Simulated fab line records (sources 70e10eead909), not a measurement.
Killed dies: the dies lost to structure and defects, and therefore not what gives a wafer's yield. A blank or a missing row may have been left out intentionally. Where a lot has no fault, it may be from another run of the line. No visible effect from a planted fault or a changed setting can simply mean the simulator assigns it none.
Matching of chambers + flow nand_harc + NHARC_A_STAIRCASE_CMP_472 on cmp-04: 4 sister chambers
The step polishes SiO2. 16 wafers are shown with their chamber, then 8 later ones without.

== WAFERS, EACH WITH ITS CHAMBER ==
| wafer  | chamber | motor_current_A (A) | retaining_ring_pressure_frac |
|--------|---------|---------------------|------------------------------|
| L079.2 | 3       | 10.8                | 0.995                        |
| L079.5 | 0       | 13.1                | 1.008                        |
| L079.6 | 3       | 10.9                | 0.994                        |
| L078.1 | 2       | 11.5                | 0.988                        |
| L078.2 | 1       | 11.8                | 1.005                        |
| L078.5 | 1       | 11.9                | 1.004                        |
| L083.1 | 1       | 11.4                | 0.996                        |
| L083.2 | 0       | 12.7                | 1.001                        |
| L083.5 | 1       | 12.2                | 0.998                        |
| L086.1 | 2       | 11.2                | 0.999                        |
| L086.2 | 0       | 13.5                | 1.009                        |
| L086.6 | 2       | 12.1                | 1.001                        |
| L091.3 | 0       | 13.7                | 0.998                        |
| L091.4 | 3       | 10.7                | 0.997                        |
| L091.6 | 1       | 11.8                | 0.995                        |
| L089.1 | 1       | 11.3                | 0.993                        |

SIGNATURES (means of the wafers above)
| reading                      | chamber 0 | chamber 1 | chamber 2 | chamber 3 | scatter within a chamber |
|------------------------------|-----------|-----------|-----------|-----------|--------------------------|
| motor_current_A              | 13.250    | 11.733    | 11.600    | 10.800    | 0.363                    |
| retaining_ring_pressure_frac | 1.00400   | 0.99850   | 0.99600   | 0.99533   | 0.00508                  |
Rule: a wafer's distance from a chamber is the root of the sum, over the readings, of the square of ((its reading less the chamber's mean) divided by the reading's scatter). If the next closest chamber is less than 2 further off than the closest, the wafer can't be placed; otherwise it belongs to the closest. The scatter: take each reading less its chamber's mean, square it, sum over the shown wafers, divide by the number of wafers less the number of chambers, and take the root.

== WAFERS MISSING THEIR CHAMBER ==
| wafer  | motor_current_A (A) | retaining_ring_pressure_frac |
|--------|---------------------|------------------------------|
| L089.2 | 12.6                | 0.998                        |
| L089.4 | 11.1                | 1.004                        |
| L097.2 | 11.9                | 1.002                        |
| L097.4 | 11.6                | 1.001                        |
| L097.5 | 11.2                | 1.000                        |
| L096.2 | 12.2                | 1.011                        |
| L096.4 | 11.3                | 0.999                        |
| L096.6 | 10.9                | 0.988                        |

== WHICH CHAMBER EACH WENT THROUGH ==
| wafer  | from the rows above          | in truth |
|--------|------------------------------|----------|
| L089.2 | can't be placed: 0 or 1 or 2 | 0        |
| L089.4 | can't be placed: 3 or 1 or 2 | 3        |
| L097.2 | can't be placed: 1 or 2      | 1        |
| L097.4 | can't be placed: 1 or 2 or 3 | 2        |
| L097.5 | can't be placed: 2 or 3 or 1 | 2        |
| L096.2 | can't be placed: 1 or 0 or 2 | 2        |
| L096.4 | can't be placed: 2 or 1 or 3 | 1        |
| L096.6 | can't be placed: 3 or 2 or 1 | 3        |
0 of 8 placed correctly. These rows do not allow placing 8 (true chamber among the candidates in 8). Number placed wrongly: 0.
